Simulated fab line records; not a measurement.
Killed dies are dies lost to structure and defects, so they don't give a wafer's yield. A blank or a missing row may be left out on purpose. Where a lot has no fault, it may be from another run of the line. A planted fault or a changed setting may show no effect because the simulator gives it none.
Struck lot and sound lot, side by side / flow nand_harc / 26 out of 1302 route steps
Sound: these wafers, L123.1, L123.3, L123.4. Struck: wafers L127.2, L127.4, L127.5. The cause is given at the end.
Each step with rows lists, per side, the tool, then ch with its chambers, then its first start. Under that, the readings that differ: sound wafers / struck wafers / difference of the means / sigmas: that difference in standard deviations of wafers without a fault.
alike: readings whose means differ by less than 2 such deviations, and words and numbers that are the same on both sides. not compared: withheld readings, readings that some wafer has no value for, bounds like >300 that may hide the same value, and numbers for which the record gives no deviation and whose values overlap.
The two part at a step that has a row with sigmas, a row that says differs or no value, or rows on one side only. Numbers that have no deviation but don't overlap get no sigmas and don't part them. A reading missing from all wafers of one side parts the sides only when that side holds two or more wafers.

first, 5 steps without rows for these wafers: NHARC_P_GATE_STRIP_15 (strips in SPM, time 780 s); NHARC_P_GATE_PRECLEAN_71 (cleans in SC1); NHARC_P_GATE_SRD_72; NHARC_P_GATE_OXIDE_16 (material SiO2, target thk 3 nm, ox time 392 s); NHARC_P_GATE_CVD_17 (deposits poly-Si, target thk 150 nm, time 900 s).
NHARC_P_GATE_HM_DEP_102: deposits aC, target thk 120 nm.
  sound on acl_dep-01 ch 0, day 6 08:32; struck on acl_dep-01 ch 0, day 8 11:43
  alike: throttle_valve_pct
NHARC_P_GATE_DEP_103: deposits SiON, target thk 30 nm.
  sound on pecvd-02 ch 0,1,2, day 6 09:13; struck on pecvd-04 ch 0,1, day 8 12:17
  alike: heater_power_w
then, 5 steps without rows for these wafers: NHARC_P_GATE_DEHYDRATE_18 (time 120 s); NHARC_P_GATE_HMDS_19 (time 30 s); NHARC_P_GATE_COAT_20 (resist thk 90 nm); NHARC_P_GATE_SOFTBAKE_21 (time 55 s); NHARC_P_GATE_EBR_22.
NHARC_P_GATE_EXPOSE_23: exposes mask P GATE, target cd 120 nm.
  sound on arfi_scanner-01 ch 0, day 6 09:36; struck on arfi_scanner-03 ch 0, day 8 12:49
reading=mask; sound=P_GATE#0 P_GATE#0 P_GATE#0; struck=P_GATE_R1#0 P_GATE_R1#0 P_GATE_R1#0; difference=differs; sigmas=
then, 2 steps without rows for these wafers: NHARC_P_GATE_PEB_24 (peb time 65 s); NHARC_P_GATE_DEVELOP_25 (develop time 35 s).
NHARC_P_GATE_CD_MEAS_26: the cd target is 120 nm.
  sound on cd_sem-03 ch 0, day 6 09:44; struck on cd_sem-03 ch 0
reading=cd_nm (nm); sound=120.2 120.3 120.3; struck=115.5 115.6 115.1; difference=-4.9; sigmas=-8
  not compared: hold
NHARC_P_GATE_OVL_MEAS_27:
  sound: overlay-01 at day 6 09:50; struck: overlay-01 at day 8 15:35
reading=hold; sound=- - -; struck=await_dispo/2.4h/release await_dispo/2.4h/release await_dispo/2.4h/release; difference=no value on the sound wafers; sigmas=
  alike: overlay_x_nm, overlay_y_nm
NHARC_P_GATE_INSPECT_28:
  sound: defect_inspect-02 at day 6 09:52; struck: defect_inspect-01 at day 8 15:37
  alike: raw_defect_count
NHARC_P_GATE_DESCUM_31: chemistry O2, time 3 s.
  sound on rie_diel-05 ch 1,2,3, day 6 09:55; struck on rie_diel-03 ch 0,2,3, day 8 15:41
reading=oes_product_au (a.u.); sound=1.021 1.024 1.008; struck=0.997 0.984 1.001; difference=-0.024; sigmas=-2
reading=model.P_GATE.cd_nm (nm); sound=119.8 119.8 120.3; struck=116 115.5 115.4; difference=-4; sigmas=
  alike: drypump_motor_current_A, mfc_ar_sccm, rf_vpp_V, showerhead_plenum_p_Torr, throttle_valve_pct
  not compared: rf_hours_counter_h
NHARC_P_GATE_ETCH_104: etches the open film in CF4/CHF3, target depth 60 nm.
  sound on rie_diel-05 ch 0,1,3, day 6 10:01; struck on rie_diel-03 ch 1,2,3, day 8 15:46
  alike: drypump_motor_current_A, mfc_ar_sccm, oes_product_au, rf_vpp_V, showerhead_plenum_p_Torr, throttle_valve_pct
NHARC_P_GATE_HM_OPEN_105: chemistry O2/COS, target depth 360 nm.
  sound: rie_diel-05 ch 1,2,3; struck: rie_diel-03 ch 2,3
reading=oes_product_au (a.u.); sound=1.010 1.027 1.013; struck=0.984 1.002 0.988; difference=-0.025; sigmas=-2
  alike: drypump_motor_current_A, mfc_ar_sccm, rf_vpp_V, showerhead_plenum_p_Torr, throttle_valve_pct
  not compared: rf_hours_counter_h
then, 2 steps without rows for these wafers: NHARC_P_GATE_STRIP_106 (strips in O2/COS); NHARC_P_GATE_ETCH_114 (etches the open film in CF4/O2, target depth 30 nm, overetch 3 nm, time 16.5 s).
NHARC_P_GATE_ETCH_32: etches the open film in HBr/Cl2, target depth 150 nm, time 100.1 s.
  sound on rie_si-03 ch 0,1,2, day 6 10:24; struck on rie_si-06 ch 0,1, day 8 16:08
  alike: drypump_motor_current_A, oes_product_au, throttle_valve_pct
  not compared: rf_hours_counter_h, model.P_GATE.cd_nm
NHARC_P_GATE_STRIP_108: strips in O2.
  sound on rie_diel-03 ch 0,2,3, day 6 10:34; struck on rie_diel-03 ch 1,2, day 8 16:18
  alike: drypump_motor_current_A, mfc_ar_sccm, oes_product_au, rf_vpp_V, showerhead_plenum_p_Torr, throttle_valve_pct
  not compared: rf_hours_counter_h
-- break in the record here, with 19 days between the starts of the struck wafers on either side (left off in module P_GATE, picked up again in module END, where the first step shown is number 1302 on the route) --
NHARC_END_SORT_01:
  only the struck wafers appear in the record here, on prober-01 ch 0 at day 28 00:26; the sound ones have no rows

WHERE THEY PART
First at NHARC_P_GATE_EXPOSE_23; last, within this record, at NHARC_END_SORT_01.

WHY: the cause the simulator had injected
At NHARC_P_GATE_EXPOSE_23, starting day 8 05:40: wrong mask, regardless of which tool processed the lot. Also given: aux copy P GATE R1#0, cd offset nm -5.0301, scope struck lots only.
